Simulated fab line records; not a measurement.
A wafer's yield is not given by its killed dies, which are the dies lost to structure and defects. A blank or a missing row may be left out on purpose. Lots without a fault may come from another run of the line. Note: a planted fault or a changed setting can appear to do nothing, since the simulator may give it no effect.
fab line records	flow n5-finfet
record lots=24	wafers=72	last-day=17
route steps=1938 shown BEOL_M11@1537
lots with no fault: from the same line, run without faults
start-h: the number of hours between the record's first day and the start of the first shown wafer of the lot	wait-h: hours from the lot's prior step to this one	" same as the row above	L1.1+2: a single row standing in for several wafers	- value missing, or start not given	* or withheld: withheld	< > ~ a bound
route shown NAME@n: names a module that has steps shown in the file, with the first one's number in the route	usual: mean/standard deviation taken from wafers without a fault	same: alike in all rows	chamber/n: place in a boat	sites: readings site by site	_std_site: standard deviation across them	_edge_site: the outer-site mean with the inner-site mean subtracted	radius-mm: how far each site lies from the wafer's centre	mask NAME#n: copy n	behind: the most recent tool/chamber to have shaped the wafer	hold: cause of the lot's hold/its duration in hours/its outcome	device: which transistor (n, p or np) failed to switch	end of line: the route-end tests of the same wafers	step lacking rows: just its recipe	killed: at the first sort, the dies lost to defects and structure; wafer yield is something else	map: per-die view of a wafer (x killed, . not killed, _ where there is no die)
set.NAME: setting as actually run; set.NAME@STEP: the setting as run at that earlier step	model.NAME: the simulator's own value behind a step, which no gauge read
route steps across a sampled set of lots; one table per step, one row per wafer
services: a tool's chamber out of use, with start hour (start-h, from the record's first day; less than 0 if before it), hours out, and reason
## steps
# step N5_BEOL_M11_CURE_71
# recipe temp-c=385	time-s=240	ambient=He/Ar	material=SiCOH_lowk
# usual lamp-power-pct=52.32/0.056	wafer_temp_C_max=386.6/0.82
lot.wafer	tool	chamber	start-h	wait-h	lamp-power-pct	wafer_temp_C_max
L074.2	uv-cure-02	2	216.98	0.1	52.29	387.1
L074.3	"	2	"	"	52.37	387.4
L074.5	"	2	"	"	52.28	386.7
L075.3	uv-cure-03	0	217.13	0.2	52.38	387.1
L075.4	"	0	"	"	52.38	386.8
L075.6	"	0	"	"	52.30	386.8
L076.3	uv-cure-02	1	236.05	0.2	52.24	386.0
L076.4	"	1	"	"	52.33	386.6
L076.6	"	1	"	"	52.40	386.1
L077.1	uv-cure-03	1	237.06	0.1	52.23	386.0
L077.3	"	1	"	"	52.33	386.1
L077.4	"	1	"	"	52.32	385.8
L078.1	uv-cure-02	0	244.17	0.1	52.30	386.9
L078.3	"	0	"	"	52.27	386.6
L078.5	"	0	"	"	52.27	386.7
L081.1	uv-cure-01	2	260.37	0.0	52.33	387.6
L081.2	"	2	"	"	52.35	388.3
L081.3	"	2	"	"	52.30	388.9
L079.1	uv-cure-03	0	263.94	0.2	52.23	387.4
L079.4	"	0	"	"	52.23	387.3
L079.6	"	0	"	"	52.30	388.8
L080.1	uv-cure-02	0	264.10	0.0	52.24	386.3
L080.2	"	0	"	"	52.34	386.4
L080.4	"	0	"	"	52.38	386.4
L082.2	uv-cure-01	1	271.05	0.1	52.35	386.4
L082.4	"	1	"	"	52.33	386.4
L082.6	"	1	"	"	52.31	387.2
L083.3	uv-cure-03	2	284.79	0.3	52.25	386.4
L083.5	"	2	"	"	52.27	386.3
L083.6	"	2	"	"	52.41	387.1
L084.3	uv-cure-03	1	293.46	0.7	52.26	386.3
L084.4	"	1	"	"	52.28	385.9
L084.5	"	1	"	"	52.28	385.7
L085.3	uv-cure-01	2	295.68	0.2	52.13	388.3
L085.5	"	2	"	"	52.31	389.2
L085.6	"	2	"	"	52.30	387.8
L086.2	uv-cure-01	2	302.21	0.1	52.30	387.5
L086.3	"	2	"	"	52.29	388.5
L086.5	"	2	"	"	52.24	387.5
L088.3	uv-cure-03	2	308.83	0.2	52.27	386.2
L088.4	"	2	"	"	52.20	386.6
L088.6	"	2	"	"	52.39	385.8
L087.2	uv-cure-01	0	314.35	0.1	52.35	386.0
L087.3	"	0	"	"	52.28	386.2
L087.4	"	0	"	"	52.33	386.0
L089.4	uv-cure-03	2	319.03	0.5	52.22	386.3
L089.5	"	2	"	"	52.38	385.6
L089.6	"	2	"	"	52.32	386.0
L091.1	uv-cure-01	0	325.91	0.0	52.38	386.2
L091.2	"	0	"	"	52.35	385.9
L091.5	"	0	"	"	52.28	385.9
L090.3	uv-cure-01	1	327.46	0.2	52.26	386.8
L090.4	"	1	"	"	52.36	386.0
L090.5	"	1	"	"	52.26	387.0
L093.1	uv-cure-03	1	341.71	0.1	52.28	386.0
L093.2	"	1	"	"	52.33	385.7
L093.3	"	1	"	"	52.42	385.6
L092.1	uv-cure-02	1	342.23	0.1	52.31	386.3
L092.2	"	1	"	"	52.40	386.6
L092.3	"	1	"	"	52.29	386.0
L095.1	uv-cure-02	1	349.13	0.0	52.29	386.3
L095.2	"	1	"	"	52.34	386.0
L095.3	"	1	"	"	52.33	386.0
L097.1	uv-cure-02	1	350.55	0.5	52.39	386.2
L097.3	"	1	"	"	52.36	385.8
L097.6	"	1	"	"	52.24	386.3
L094.2	uv-cure-03	0	352.24	0.1	52.20	388.9
L094.4	"	0	"	"	52.30	386.9
L094.5	"	0	"	"	52.30	387.2
L096.2	uv-cure-03	2	355.03	0.1	52.30	386.2
L096.3	"	2	"	"	52.29	386.3
L096.4	"	2	"	"	52.39	385.8
# step N5_BEOL_M11_OCD_MEAS_38
# usual trench-depth-nm=149.0/2.8
lot.wafer	tool	chamber	start-h	wait-h	trench-depth-nm
L074.2	ocd-02	-	220.90	-	148.2
L074.3	"	-	"	"	144.3
L074.5	"	-	"	"	144.4
L075.3	ocd-02	-	221.32	-	153.2
L075.4	"	-	"	"	153.9
L075.6	"	-	"	"	150.6
L076.3	ocd-02	-	241.32	-	153.7
L076.4	"	-	"	"	150.5
L076.6	"	-	"	"	153.4
L077.1	ocd-01	-	241.54	-	148.9
L077.3	"	-	"	"	148.2
L077.4	"	-	"	"	147.3
L078.1	ocd-01	-	248.15	-	150.3
L078.3	"	-	"	"	146.9
L078.5	"	-	"	"	143.8
L081.1	ocd-02	-	265.13	-	146.4
L081.2	"	-	"	"	144.9
L081.3	"	-	"	"	149.7
L079.1	ocd-02	-	268.07	-	146.0
L079.4	"	-	"	"	147.9
L079.6	"	-	"	"	151.5
L080.1	ocd-01	-	268.47	-	147.6
L080.2	"	-	"	"	148.3
L080.4	"	-	"	"	149.4
L082.2	ocd-02	-	278.44	-	153.6
L082.4	"	-	"	"	154.0
L082.6	"	-	"	"	151.8
L083.3	ocd-02	-	289.89	-	147.7
L083.5	"	-	"	"	147.5
L083.6	"	-	"	"	147.9
L084.3	ocd-01	-	298.58	-	147.9
L084.4	"	-	"	"	144.5
L084.5	"	-	"	"	150.2
L085.3	ocd-01	-	302.04	-	146.5
L085.5	"	-	"	"	144.5
L085.6	"	-	"	"	145.5
L086.2	ocd-02	-	306.10	-	149.3
L086.3	"	-	"	"	150.0
L086.5	"	-	"	"	148.8
L088.3	ocd-01	-	315.37	-	154.4
L088.4	"	-	"	"	155.5
L088.6	"	-	"	"	154.2
L087.2	ocd-01	-	317.75	-	150.7
L087.3	"	-	"	"	145.8
L087.4	"	-	"	"	146.0
L089.4	ocd-01	-	321.66	-	148.8
L089.5	"	-	"	"	152.3
L089.6	"	-	"	"	148.1
L091.1	ocd-02	-	330.26	-	150.1
L091.2	"	-	"	"	153.3
L091.5	"	-	"	"	150.5
L090.3	ocd-01	-	330.61	-	147.4
L090.4	"	-	"	"	145.9
L090.5	"	-	"	"	147.6
L093.1	ocd-02	-	346.96	-	151.8
L093.2	"	-	"	"	150.6
L093.3	"	-	"	"	147.9
L092.1	ocd-02	-	347.38	-	145.7
L092.2	"	-	"	"	150.4
L092.3	"	-	"	"	153.6
L095.1	ocd-01	-	354.02	-	145.1
L095.2	"	-	"	"	147.6
L095.3	"	-	"	"	145.9
L097.1	ocd-01	-	355.53	-	146.0
L097.3	"	-	"	"	150.9
L097.6	"	-	"	"	149.9
L094.2	ocd-02	-	356.79	-	149.1
L094.4	"	-	"	"	151.5
L094.5	"	-	"	"	151.2
L096.2	ocd-01	-	358.26	-	146.0
L096.3	"	-	"	"	144.2
L096.4	"	-	"	"	147.9
# step N5_BEOL_M11_CD_MEAS_35
# recipe target-cd-nm=70	polarity=opening
# usual cd-nm=70.0/0.63
lot.wafer	tool	chamber	start-h	wait-h	cd-nm
L074.2	cd-sem-02	-	221.05	0.0	70.6
L074.3	"	-	"	"	69.3
L074.5	"	-	"	"	70.1
L075.3	cd-sem-01	-	221.47	0.0	69.7
L075.4	"	-	"	"	71.1
L075.6	"	-	"	"	70.9
L076.3	cd-sem-03	-	241.47	0.0	70.0
L076.4	"	-	"	"	70.5
L076.6	"	-	"	"	69.2
L077.1	cd-sem-01	-	241.69	0.0	70.5
L077.3	"	-	"	"	70.2
L077.4	"	-	"	"	70.1
L078.1	cd-sem-03	-	248.30	0.0	69.9
L078.3	"	-	"	"	70.1
L078.5	"	-	"	"	70.2
L081.1	cd-sem-02	-	265.29	0.0	70.2
L081.2	"	-	"	"	69.7
L081.3	"	-	"	"	70.1
L079.1	cd-sem-02	-	268.35	0.0	70.5
L079.4	"	-	"	"	69.0
L079.6	"	-	"	"	70.7
L080.1	cd-sem-02	-	268.62	0.0	68.9
L080.2	"	-	"	"	69.8
L080.4	"	-	"	"	69.3
L082.2	cd-sem-03	-	278.59	0.0	70.0
L082.4	"	-	"	"	70.3
L082.6	"	-	"	"	69.3
L083.3	cd-sem-03	-	290.04	0.0	70.3
L083.5	"	-	"	"	69.6
L083.6	"	-	"	"	69.5
L084.3	cd-sem-03	-	298.73	0.0	69.9
L084.4	"	-	"	"	69.8
L084.5	"	-	"	"	69.2
L085.3	cd-sem-02	-	302.19	0.0	70.2
L085.5	"	-	"	"	70.1
L085.6	"	-	"	"	71.6
L086.2	cd-sem-02	-	306.25	0.0	70.5
L086.3	"	-	"	"	70.7
L086.5	"	-	"	"	70.2
L088.3	cd-sem-03	-	315.53	0.0	69.5
L088.4	"	-	"	"	69.4
L088.6	"	-	"	"	70.5
L087.2	cd-sem-02	-	317.91	0.0	70.0
L087.3	"	-	"	"	70.1
L087.4	"	-	"	"	69.5
L089.4	cd-sem-03	-	321.81	0.0	70.0
L089.5	"	-	"	"	70.2
L089.6	"	-	"	"	70.6
L091.1	cd-sem-02	-	330.42	0.0	69.3
L091.2	"	-	"	"	70.4
L091.5	"	-	"	"	70.3
L090.3	cd-sem-03	-	330.77	0.0	68.9
L090.4	"	-	"	"	69.4
L090.5	"	-	"	"	68.7
L093.1	cd-sem-03	-	347.12	0.0	70.4
L093.2	"	-	"	"	70.6
L093.3	"	-	"	"	69.8
L092.1	cd-sem-02	-	347.53	0.0	69.5
L092.2	"	-	"	"	70.2
L092.3	"	-	"	"	69.6
L095.1	cd-sem-03	-	354.17	0.0	70.2
L095.2	"	-	"	"	70.2
L095.3	"	-	"	"	71.2
L097.1	cd-sem-03	-	355.68	0.0	71.3
L097.3	"	-	"	"	70.0
L097.6	"	-	"	"	70.1
L094.2	cd-sem-03	-	356.94	0.0	69.1
L094.4	"	-	"	"	69.5
L094.5	"	-	"	"	70.4
L096.2	cd-sem-02	-	358.41	0.0	69.6
L096.3	"	-	"	"	69.6
L096.4	"	-	"	"	69.5
# step N5_BEOL_M11_ANNEAL_51
# recipe temp-c=225	time-s=90	ambient=N2
# usual wafer_temp_C_max=226.7/0.36
lot.wafer	tool	chamber	start-h	wait-h	wafer_temp_C_max
L074.2	rtp-anneal-02	0	223.47	0.3	226.8
L074.3	"	0	"	"	227.2
L074.5	"	0	"	"	227.3
L075.3	rtp-anneal-02	0	224.06	0.2	227.1
L075.4	"	0	"	"	226.8
L075.6	"	0	"	"	227.2
L076.3	rtp-anneal-02	0	243.09	0.2	226.5
L076.4	"	0	"	"	227.2
L076.6	"	0	"	"	226.8
L077.1	rtp-anneal-02	0	244.44	1.1	226.5
L077.3	"	0	"	"	227.1
L077.4	"	0	"	"	226.4
L078.1	rtp-anneal-01	0	250.66	0.2	226.8
L078.3	"	0	"	"	226.6
L078.5	"	0	"	"	226.6
L081.1	rtp-anneal-02	0	266.70	0.1	227.3
L081.2	"	0	"	"	226.6
L081.3	"	0	"	"	226.7
L079.1	rtp-anneal-02	0	269.91	0.1	226.8
L079.4	"	0	"	"	227.4
L079.6	"	0	"	"	226.8
L080.1	rtp-anneal-01	0	270.64	0.5	226.3
L080.2	"	0	"	"	226.8
L080.4	"	0	"	"	226.7
L082.2	rtp-anneal-02	0	281.68	0.1	227.1
L082.4	"	0	"	"	226.5
L082.6	"	0	"	"	226.9
L083.3	rtp-anneal-02	0	292.36	0.5	226.9
L083.5	"	0	"	"	226.9
L083.6	"	0	"	"	227.4
L084.3	rtp-anneal-01	0	300.30	0.4	226.6
L084.4	"	0	"	"	227.0
L084.5	"	0	"	"	226.3
L085.3	rtp-anneal-01	0	304.25	0.1	226.6
L085.5	"	0	"	"	226.4
L085.6	"	0	"	"	226.4
L086.2	rtp-anneal-02	0	308.35	0.5	225.9
L086.3	"	0	"	"	226.6
L086.5	"	0	"	"	226.5
L088.3	rtp-anneal-01	0	317.36	0.2	226.7
L088.4	"	0	"	"	226.9
L088.6	"	0	"	"	227.0
L087.2	rtp-anneal-02	0	319.59	0.4	226.8
L087.3	"	0	"	"	226.7
L087.4	"	0	"	"	226.7
L089.4	rtp-anneal-01	0	324.90	0.2	226.7
L089.5	"	0	"	"	226.4
L089.6	"	0	"	"	226.6
L091.1	rtp-anneal-02	0	332.27	0.1	226.7
L091.2	"	0	"	"	226.5
L091.5	"	0	"	"	227.1
L090.3	rtp-anneal-01	0	334.37	0.7	226.6
L090.4	"	0	"	"	226.6
L090.5	"	0	"	"	226.7
L093.1	rtp-anneal-02	0	348.35	0.1	226.2
L093.2	"	0	"	"	226.8
L093.3	"	0	"	"	226.7
L092.1	rtp-anneal-01	0	349.77	0.4	226.4
L092.2	"	0	"	"	226.7
L092.3	"	0	"	"	226.3
L095.1	rtp-anneal-02	0	356.45	0.1	226.5
L095.2	"	0	"	"	226.7
L095.3	"	0	"	"	226.7
L097.1	rtp-anneal-01	0	357.69	0.4	227.0
L097.3	"	0	"	"	226.8
L097.6	"	0	"	"	226.4
L094.2	rtp-anneal-01	0	359.23	0.1	226.1
L094.4	"	0	"	"	226.5
L094.5	"	0	"	"	226.6
L096.2	rtp-anneal-02	0	361.67	0.1	226.6
L096.3	"	0	"	"	226.3
L096.4	"	0	"	"	226.6
# step N5_BEOL_M11_CMP_52
# recipe stop-on=SiCOH_lowk	t-overpolish-s=7	down-force-psi=1	platen-rpm=50	clearing-platen-down-force-psi=1.5	clearing-platen-rpm=50	post-cmp-clean=cu-alkaline	target-thk-nm=140	clearing-platen-pad-velocity-m-s=0.99484	pad-velocity-m-s=0.99484
# usual barrier-field-endpoint-s=29.2/0.81	motor-current-A=6.0/0.52	overpolish-run-s=7.000/0.0082	pad-life-wafers=727/510	time-to-endpoint-s=67/3.5
lot.wafer	tool	chamber	start-h	wait-h	barrier-field-endpoint-s	motor-current-A	overpolish-run-s	pad-life-wafers	time-to-endpoint-s
L074.3	cmp-03	0	223.72	0.2	28.4	5.4	6.993	1206	64
L074.2	"	2	"	"	28.3	6.5	7.007	1208	63
L074.5	"	0	"	"	30.3	5.1	7.000	-	68
L075.3	cmp-03	1	224.31	0.2	28.9	5.3	6.993	1213	62
L075.4	"	3	"	"	29.2	5.9	6.995	1215	65
L075.6	"	0	"	"	28.7	5.8	7.000	-	64
L076.4	cmp-04	3	243.30	0.1	28.1	5.4	6.993	480	67
L076.3	"	1	"	"	29.4	5.6	7.002	482	71
L076.6	"	0	"	"	29.3	6.3	6.999	-	69
L077.3	cmp-04	0	244.81	0.2	29.6	6.3	7.001	505	71
L077.4	"	1	"	"	29.2	5.7	6.996	506	67
L077.1	"	2	"	"	29.1	5.0	7.008	507	68
L078.3	cmp-03	2	250.95	0.2	29.4	6.2	6.996	1458	64
L078.1	"	3	"	"	27.8	5.7	6.996	1459	64
L078.5	"	3	"	"	29.4	5.8	7.002	-	66
L081.1	cmp-01	0	267.05	0.3	28.7	6.8	7.005	133	67
L081.3	"	1	"	"	29.9	6.6	7.008	134	68
L081.2	"	2	"	"	29.4	5.6	6.998	135	69
L079.1	cmp-04	2	270.20	0.3	28.9	4.9	7.000	726	67
L079.4	"	1	"	"	29.7	6.0	7.004	729	69
L079.6	"	2	"	"	28.7	5.1	7.004	-	65
L080.2	cmp-03	3	270.94	0.2	27.9	5.8	7.007	1626	62
L080.1	"	0	"	"	29.4	5.7	7.003	1627	67
L080.4	"	1	"	"	29.1	5.6	6.999	1628	64
L082.4	cmp-01	0	281.97	0.2	29.1	6.3	7.012	241	64
L082.2	"	2	"	"	28.6	5.8	6.992	243	69
L082.6	"	0	"	"	28.7	6.5	7.015	-	65
L083.3	cmp-01	0	292.56	0.2	28.5	6.4	7.003	336	64
L083.5	"	0	"	"	30.2	6.9	6.984	-	70
L083.6	"	1	"	"	30.2	6.4	6.998	-	70
L084.3	cmp-01	1	300.58	0.2	29.8	6.8	7.013	398	71
L084.4	"	2	"	"	29.8	5.8	6.991	399	72
L084.5	"	0	"	"	30.0	7.1	7.000	-	66
L085.3	cmp-01	2	304.49	0.2	28.7	5.8	7.009	433	66
L085.5	"	1	"	"	31.1	6.8	6.995	-	74
L085.6	"	2	"	"	29.6	5.6	6.995	-	67
L086.3	cmp-03	3	308.82	0.3	29.9	5.7	6.995	1938	69
L086.2	"	0	"	"	29.3	5.6	6.999	1939	67
L086.5	"	0	"	"	30.1	5.3	7.011	-	70
L088.4	cmp-01	0	317.65	0.2	29.8	7.0	6.994	541	66
L088.3	"	1	"	"	30.4	6.4	6.995	542	75
L088.6	"	3	"	"	28.6	6.3	6.997	-	65
L087.3	cmp-01	2	319.88	0.2	28.8	5.6	6.998	571	70
L087.4	"	3	"	"	29.2	6.1	6.986	572	65
L087.2	"	0	"	"	30.3	7.0	7.006	573	71
L089.4	cmp-04	2	325.14	0.2	28.6	5.2	7.000	1178	63
L089.5	"	0	"	"	29.9	6.0	6.990	-	70
L089.6	"	1	"	"	30.4	5.7	6.992	-	73
L091.1	cmp-04	3	332.62	0.3	28.1	5.3	7.006	1255	68
L091.2	"	0	"	"	29.3	6.3	6.976	1256	72
L091.5	"	2	"	"	28.9	5.2	6.985	-	69
L090.4	cmp-03	3	334.77	0.2	29.2	5.7	6.987	18	63
L090.3	"	0	"	"	30.1	5.5	7.003	19	68
L090.5	"	3	"	"	29.7	5.8	7.007	-	68
L093.2	cmp-01	0	348.95	0.4	29.2	6.6	6.995	799	69
L093.1	"	1	"	"	30.8	6.6	6.999	800	76
L093.3	"	2	"	"	30.2	6.2	6.996	801	71
L092.3	cmp-03	1	350.10	0.2	29.8	5.6	7.003	157	68
L092.1	"	2	"	"	30.3	6.0	6.999	158	72
L092.2	"	3	"	"	29.9	6.1	7.009	159	71
L095.3	cmp-03	0	356.75	0.2	28.1	5.6	6.991	210	68
L095.1	"	1	"	"	27.7	5.3	6.997	211	69
L095.2	"	3	"	"	28.4	5.8	6.999	213	68
L097.1	cmp-01	3	358.04	0.3	28.5	6.4	6.987	865	62
L097.3	"	1	"	"	30.3	7.0	6.992	867	74
L097.6	"	2	"	"	30.8	5.6	6.994	-	72
L094.2	cmp-03	0	359.52	0.2	28.1	5.5	7.009	241	65
L094.4	"	1	"	"	29.3	5.5	7.015	242	68
L094.5	"	3	"	"	27.9	5.8	6.989	-	66
L096.4	cmp-01	3	361.92	0.1	28.6	6.4	7.012	894	66
L096.3	"	0	"	"	29.7	6.6	6.996	895	71
L096.2	"	1	"	"	29.7	6.7	7.009	896	74
# step N5_BEOL_M11_DEP_56
# recipe material=SiCN	target-thk-a=300	temp-c=withheld	precursor=3MS/NH3	pressure-torr=3	rf-w=675	time-s=10.5
# usual showerhead-plenum-p-Torr=4.156/0.022	throttle-valve-pct=18.3/1
lot.wafer	tool	chamber	start-h	wait-h	showerhead-plenum-p-Torr	throttle-valve-pct
L074.2	pecvd-02	1	224.09	0.0	4.173	17.4
L074.3	"	2	"	"	4.146	16.8
L074.5	"	2	"	"	4.141	16.8
L075.3	pecvd-01	0	224.63	0.0	4.118	17.2
L075.4	"	2	"	"	4.160	19.1
L075.6	"	1	"	"	4.149	18.2
L076.3	pecvd-01	0	243.66	0.0	4.114	17.3
L076.4	"	1	"	"	4.152	18.2
L076.6	"	2	"	"	4.168	19.6
L077.1	pecvd-04	0	245.13	0.0	4.150	18.3
L077.3	"	2	"	"	4.158	17.9
L077.4	"	2	"	"	4.165	17.8
L078.1	pecvd-01	0	251.31	0.0	4.120	17.3
L078.3	"	1	"	"	4.153	18.2
L078.5	"	0	"	"	4.129	17.4
L081.1	pecvd-04	0	267.37	0.0	4.151	18.2
L081.2	"	1	"	"	4.195	20.3
L081.3	"	2	"	"	4.166	17.9
L079.1	pecvd-01	1	270.56	0.0	4.151	18.0
L079.4	"	1	"	"	4.154	18.1
L079.6	"	2	"	"	4.170	19.3
L080.1	pecvd-01	2	271.29	0.0	4.154	19.1
L080.2	"	0	"	"	4.106	17.3
L080.4	"	0	"	"	4.117	17.3
L082.2	pecvd-04	2	282.29	0.0	4.157	18.0
L082.4	"	0	"	"	4.151	18.3
L082.6	"	1	"	"	4.195	20.2
L083.3	pecvd-02	0	292.92	0.0	4.144	17.9
L083.5	"	2	"	"	4.144	17.2
L083.6	"	0	"	"	4.134	18.0
L084.3	pecvd-04	2	300.86	0.0	4.174	17.5
L084.4	"	1	"	"	4.192	20.4
L084.5	"	0	"	"	4.142	18.4
L085.3	pecvd-01	1	304.81	0.0	4.149	18.1
L085.5	"	0	"	"	4.123	17.3
L085.6	"	1	"	"	4.154	18.1
L086.2	pecvd-02	2	309.18	0.0	4.139	17.3
L086.3	"	1	"	"	4.184	17.0
L086.5	"	1	"	"	4.186	17.1
L088.3	pecvd-01	0	317.97	0.0	4.123	17.2
L088.4	"	1	"	"	4.150	18.3
L088.6	"	2	"	"	4.155	19.4
L087.2	pecvd-01	0	320.20	0.0	4.118	17.2
L087.3	"	1	"	"	4.155	18.4
L087.4	"	0	"	"	4.110	17.4
L089.4	pecvd-02	0	325.44	0.0	4.146	18.3
L089.5	"	2	"	"	4.152	17.2
L089.6	"	1	"	"	4.174	17.0
L091.1	pecvd-01	0	332.94	0.0	4.114	17.3
L091.2	"	1	"	"	4.150	18.2
L091.5	"	2	"	"	4.175	19.6
L090.3	pecvd-04	0	335.13	0.0	4.158	18.5
L090.4	"	2	"	"	4.178	18.3
L090.5	"	1	"	"	4.197	20.5
L093.1	pecvd-04	1	349.27	0.0	4.195	20.1
L093.2	"	0	"	"	4.146	18.1
L093.3	"	2	"	"	4.182	18.1
L092.1	pecvd-01	0	350.42	0.0	4.118	17.3
L092.2	"	2	"	"	4.160	19.3
L092.3	"	1	"	"	4.146	18.3
L095.1	pecvd-04	2	357.11	0.0	4.178	18.0
L095.2	"	1	"	"	4.198	20.2
L095.3	"	0	"	"	4.145	18.0
L097.1	pecvd-04	2	358.36	0.0	4.172	18.0
L097.3	"	1	"	"	4.177	20.3
L097.6	"	0	"	"	4.152	18.5
L094.2	pecvd-04	2	359.84	0.0	4.177	17.8
L094.4	"	2	"	"	4.168	18.0
L094.5	"	1	"	"	4.187	20.2
L096.2	pecvd-02	0	362.28	0.0	4.145	18.2
L096.3	"	2	"	"	4.144	17.4
L096.4	"	0	"	"	4.142	18.4
## services
tool	chamber	start-h	hours	kind
pecvd-02	0	198.37	58.3	repair
uv-cure-01	-	207.63	14.6	pm
uv-cure-03	-	234.40	1.0	pm
cmp-01	-	235.74	4.0	pm
cmp-01	-	239.74	5.7	pm
rtp-anneal-01	-	244.69	2.8	pm
cmp-04	-	246.18	0.4	repair
cmp-01	-	258.42	2.3	repair
uv-cure-01	-	276.62	0.5	repair
cmp-03	-	277.42	1.1	repair
cmp-04	-	295.26	0.6	repair
uv-cure-03	-	297.98	0.5	repair
cmp-04	-	303.85	2.2	repair
uv-cure-02	-	311.98	9.2	pm
cmp-04	-	316.98	1.5	repair
cmp-01	-	328.54	0.9	repair
uv-cure-01	-	328.72	28.1	pm
cmp-03	-	328.99	4.0	pm
cmp-01	-	334.46	2.0	repair
pecvd-01	-	340.44	3.9	repair
cmp-01	-	344.40	0.6	repair
cmp-01	-	350.34	0.8	repair
uv-cure-01	-	356.82	1.0	pm
pecvd-04	-	361.97	6.0	pm
## key
fault none
